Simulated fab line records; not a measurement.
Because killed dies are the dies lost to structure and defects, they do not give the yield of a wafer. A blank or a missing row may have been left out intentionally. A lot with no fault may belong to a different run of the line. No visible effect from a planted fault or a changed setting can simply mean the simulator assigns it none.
fab line records    flow nand_harc
[record] lots = 13  wafers = 39  last_day = 26
route steps=1159 shown A_ONON_D1@431 A_CHANNEL_HOLE_D1@462
lots that met no fault: from a run of the same line without faults
start_h: hours from the record's opening day to when the first of the lot's shown wafers began    wait_h: hours elapsed since this lot's preceding step    " as in the row above    L1.1+2: a single row standing in for several wafers    - no value, or no start was given    * or withheld: withheld    < > ~ a bound
route shown NAME@n: NAME is a module with steps in the file, n the number in the route of the first one    usual: mean/standard deviation taken from wafers without a fault    same: alike in all rows    chamber/n: place in a boat    sites: readings site by site    _std_site: their standard deviation    _edge_site: inner sites' mean taken away from outer sites' mean    radius_mm: how far each site lies from the wafer's centre    mask NAME#n: copy n    behind: the last tool/chamber to shape the wafer    hold: why the lot was held/for how many hours/how that ended    device: the transistor (n, p or np) that didn't switch    end of line: at the end of the route, the tests of the same wafers    for a step that has no rows: nothing shown but its recipe    killed: dies that structure and defects cost at the first sort, which is not the same as the wafer's yield    map: shows each die of a wafer: x if killed, . if not, _ if none is there
set.NAME: the setting that was run; set.NAME@STEP: the one run at that earlier step    model.NAME: the simulator's own value behind a step, which no gauge read
a sample of lots followed through the steps of the route, with each step as a table and each wafer as a row
services: a tool's chamber out of use, with start hour (start_h, from the record's first day; less than 0 if before it), hours out, and reason
[[steps]]
[step NHARC_A_ONON_D1_THK_MEAS_11]
[recipe] thk_meas_gauge = ellipsometry
[usual] thk_nm = 1001/10
lot.wafer  tool           chamber  start_h  wait_h  thk_nm
L601.3     film_metro-01  -        159.95   -       999
L601.4     "              -        "        "       995
L601.5     "              -        "        "       997
L602.1     film_metro-01  -        169.46   -       979
L602.3     "              -        "        "       979
L602.6     "              -        "        "       978
L604.1     film_metro-01  -        191.57   -       989
L604.3     "              -        "        "       989
L604.5     "              -        "        "       992
L605.2     film_metro-01  -        191.57   -       989
L605.5     "              -        "        "       988
L605.6     "              -        "        "       989
L615.1     film_metro-02  -        265.73   -       1008
L615.3     "              -        "        "       1008
L615.6     "              -        "        "       1007
L614.2     film_metro-02  -        266.08   -       1006
L614.3     "              -        "        "       1010
L614.5     "              -        "        "       1011
L616.2     film_metro-01  -        273.85   -       1010
L616.3     "              -        "        "       1009
L616.4     "              -        "        "       1008
L617.1     film_metro-02  -        274.00   -       991
L617.2     "              -        "        "       991
L617.5     "              -        "        "       989
L619.2     film_metro-01  -        274.50   -       1025
L619.4     "              -        "        "       1024
L619.5     "              -        "        "       1024
L620.3     film_metro-02  -        278.83   -       992
L620.4     "              -        "        "       991
L620.6     "              -        "        "       993
L622.1     film_metro-02  -        283.48   -       1009
L622.4     "              -        "        "       1012
L622.5     "              -        "        "       1009
L623.1     film_metro-01  -        283.58   -       1015
L623.2     "              -        "        "       1013
L623.4     "              -        "        "       1015
L624.2     film_metro-01  -        296.95   -       997
L624.3     "              -        "        "       996
L624.5     "              -        "        "       997
[step NHARC_A_ONON_D1_DEP_22]
[recipe] target_thk_a = 10000  n2_flow_sccm = 2750  n2o_flow_sccm = 2000  nh3_flow_sccm = 500  sih4_flow_sccm = 210  temp_c = 400
[usual] susceptor_temp_C = 400.06/0.2
lot.wafer  tool           chamber  start_h  wait_h  susceptor_temp_C
L601.3     pecvd_onon-01  0        169.27   0.2     400.25
L601.4     "              0        "        "       400.10
L601.5     "              0        "        "       400.06
L602.1     pecvd_onon-02  0        177.80   0.1     399.86
L602.3     "              0        "        "       400.00
L602.6     "              0        "        "       400.23
L604.1     pecvd_onon-02  0        199.90   0.1     399.73
L604.3     "              0        "        "       399.99
L604.5     "              0        "        "       400.12
L605.2     pecvd_onon-04  0        200.09   0.1     400.07
L605.5     "              0        "        "       400.06
L605.6     "              0        "        "       400.06
L615.1     pecvd_onon-02  0        275.12   0.1     399.84
L615.3     "              0        "        "       399.71
L615.6     "              0        "        "       400.14
L614.2     pecvd_onon-01  0        275.53   0.1     400.38
L614.3     "              0        "        "       400.29
L614.5     "              0        "        "       400.14
L616.2     pecvd_onon-02  0        282.68   0.2     399.78
L616.3     "              0        "        "       399.91
L616.4     "              0        "        "       400.02
L617.1     pecvd_onon-04  0        282.72   0.1     400.12
L617.2     "              0        "        "       400.05
L617.5     "              0        "        "       400.19
L619.2     pecvd_onon-01  0        282.91   0.1     399.83
L619.4     "              0        "        "       399.68
L619.5     "              0        "        "       400.11
L620.3     pecvd_onon-02  0        287.24   0.2     399.55
L620.4     "              0        "        "       400.03
L620.6     "              0        "        "       400.11
L622.1     pecvd_onon-02  0        291.76   0.1     399.89
L622.4     "              0        "        "       400.13
L622.5     "              0        "        "       400.18
L623.1     pecvd_onon-04  0        291.77   0.1     400.38
L623.2     "              0        "        "       400.39
L623.4     "              0        "        "       400.34
L624.2     pecvd_onon-01  0        305.30   0.1     400.34
L624.3     "              0        "        "       400.29
L624.5     "              0        "        "       400.29
[step NHARC_A_ONON_D1_THK_MEAS_24]
[recipe] thk_meas_gauge = ellipsometry
[usual] thk_nm = 1000/10
lot.wafer  tool           chamber  start_h  wait_h  thk_nm
L601.3     film_metro-02  -        169.66   -       1011
L601.4     "              -        "        "       1009
L601.5     "              -        "        "       1009
L602.1     film_metro-02  -        178.31   -       1000
L602.3     "              -        "        "       1000
L602.6     "              -        "        "       1001
L604.1     film_metro-01  -        200.41   -       997
L604.3     "              -        "        "       1032
L604.5     "              -        "        "       998
L605.2     film_metro-01  -        200.55   -       984
L605.5     "              -        "        "       985
L605.6     "              -        "        "       986
L615.1     film_metro-01  -        275.65   -       998
L615.3     "              -        "        "       996
L615.6     "              -        "        "       1000
L614.2     film_metro-01  -        275.98   -       1007
L614.3     "              -        "        "       1007
L614.5     "              -        "        "       1007
L616.2     film_metro-01  -        283.13   -       982
L616.3     "              -        "        "       984
L616.4     "              -        "        "       983
L617.1     film_metro-01  -        283.23   -       996
L617.2     "              -        "        "       993
L617.5     "              -        "        "       996
L619.2     film_metro-02  -        283.36   -       1000
L619.4     "              -        "        "       1001
L619.5     "              -        "        "       1002
L620.3     film_metro-02  -        287.63   -       1004
L620.4     "              -        "        "       1003
L620.6     "              -        "        "       1002
L622.1     film_metro-01  -        292.27   -       994
L622.4     "              -        "        "       994
L622.5     "              -        "        "       994
L623.1     film_metro-02  -        292.29   -       1008
L623.2     "              -        "        "       1008
L623.4     "              -        "        "       1008
L624.2     film_metro-02  -        305.75   -       996
L624.3     "              -        "        "       995
L624.5     "              -        "        "       995
[step NHARC_A_ONON_D1_THK_MEAS_27]
[recipe] thk_meas_gauge = ellipsometry
[usual] thk_nm = 996/6.9
lot.wafer  tool           chamber  start_h  wait_h  thk_nm
L601.3     film_metro-01  -        170.23   -       999
L601.4     "              -        "        "       998
L601.5     "              -        "        "       998
L602.1     film_metro-02  -        178.88   -       995
L602.3     "              -        "        "       995
L602.6     "              -        "        "       994
L604.1     film_metro-02  -        200.98   -       987
L604.3     "              -        "        "       988
L604.5     "              -        "        "       988
L605.2     film_metro-01  -        201.11   -       992
L605.5     "              -        "        "       993
L605.6     "              -        "        "       993
L615.1     film_metro-02  -        276.22   -       1004
L615.3     "              -        "        "       1003
L615.6     "              -        "        "       1002
L614.2     film_metro-02  -        276.55   -       987
L614.3     "              -        "        "       990
L614.5     "              -        "        "       989
L616.2     film_metro-02  -        283.71   -       1004
L616.3     "              -        "        "       1003
L616.4     "              -        "        "       1004
L617.1     film_metro-02  -        283.83   -       1003
L617.2     "              -        "        "       1005
L617.5     "              -        "        "       1004
L619.2     film_metro-02  -        283.93   -       992
L619.4     "              -        "        "       990
L619.5     "              -        "        "       991
L620.3     film_metro-02  -        288.20   -       1008
L620.4     "              -        "        "       1007
L620.6     "              -        "        "       1009
L622.1     film_metro-02  -        292.84   -       991
L622.4     "              -        "        "       989
L622.5     "              -        "        "       989
L623.1     film_metro-01  -        292.86   -       988
L623.2     "              -        "        "       987
L623.4     "              -        "        "       990
L624.2     film_metro-02  -        306.32   -       988
L624.3     "              -        "        "       990
L624.5     "              -        "        "       989
[step NHARC_A_CHANNEL_HOLE_D1_CD_MEAS_10]
[recipe] target_cd_nm = 100  landing_energy_ev = 500
[usual] cd_nm = 100.3/0.51
lot.wafer  tool       chamber  start_h  wait_h  cd_nm
L601.3     cd_sem-01  0        178.26   -       100.3
L601.4     "          0        "        "       100.9
L601.5     "          0        "        "       100.0
L602.1     cd_sem-01  0        188.15   -       100.1
L602.3     "          0        "        "       100.2
L602.6     "          0        "        "       100.6
L604.1     cd_sem-02  0        204.66   -       100.8
L604.3     "          0        "        "       100.2
L604.5     "          0        "        "       100.5
L605.2     cd_sem-01  0        205.62   -       100.5
L605.5     "          0        "        "       101.0
L605.6     "          0        "        "       100.1
L615.1     cd_sem-01  0        280.12   -       101.3
L615.3     "          0        "        "       101.5
L615.6     "          0        "        "       100.6
L614.2     cd_sem-01  0        281.85   -       100.7
L614.3     "          0        "        "       99.9
L614.5     "          0        "        "       99.6
L616.2     cd_sem-01  0        287.55   -       100.9
L616.3     "          0        "        "       100.6
L616.4     "          0        "        "       100.8
L617.1     cd_sem-02  0        287.70   -       101.1
L617.2     "          0        "        "       100.4
L617.5     "          0        "        "       100.9
L619.2     cd_sem-03  0        289.30   -       99.8
L619.4     "          0        "        "       99.0
L619.5     "          0        "        "       99.5
L620.3     cd_sem-02  0        292.21   -       99.4
L620.4     "          0        "        "       99.9
L620.6     "          0        "        "       100.1
L622.1     cd_sem-02  0        297.87   -       100.6
L622.4     "          0        "        "       99.9
L622.5     "          0        "        "       100.7
L623.1     cd_sem-02  0        298.34   -       101.3
L623.2     "          0        "        "       101.0
L623.4     "          0        "        "       100.3
L624.2     cd_sem-01  0        317.81   -       100.0
L624.3     "          0        "        "       99.4
L624.5     "          0        "        "       100.0
[[services]]
tool           chamber  start_h  hours  kind
pecvd_onon-01  -        195.00   13.0   pm
pecvd_onon-04  -        237.00   13.0   pm
pecvd_onon-02  -        292.11   13.0   pm
[[key]]
[first_sign] step = NHARC_A_ONON_D1_THK_MEAS_24  reading = thk_nm  direction = up  sigmas = 3  usual = 1000  struck = 1032
effect none on later readings
met_at NHARC_A_ONON_D1_DEP_22
struck_lots L604
struck_wafers L604.3
tester_left_out L604
not_acting_at NHARC_A_ONON_D1_THK_MEAS_11,NHARC_A_ONON_D1_THK_MEAS_27,NHARC_A_CHANNEL_HOLE_D1_CD_MEAS_10
[fault] kind = process_parameter_drift  tool = pecvd_onon-02  chamber = -  onset_h = 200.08  steps = NHARC_A_ONON_D1_DEP_22  channel = target_thk_a  offset = *  shape = step  end_h = 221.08  scope = struck_wafers_only  acts_in = *  stated = *
// tester_left_out: of these lots the tester's yield and bins aren't shown, on N5 and GAA mostly nor the transistor test; their killed dies are dies lost to structure and defects alone, not to doping, threshold or leakage, so they don't give the yield
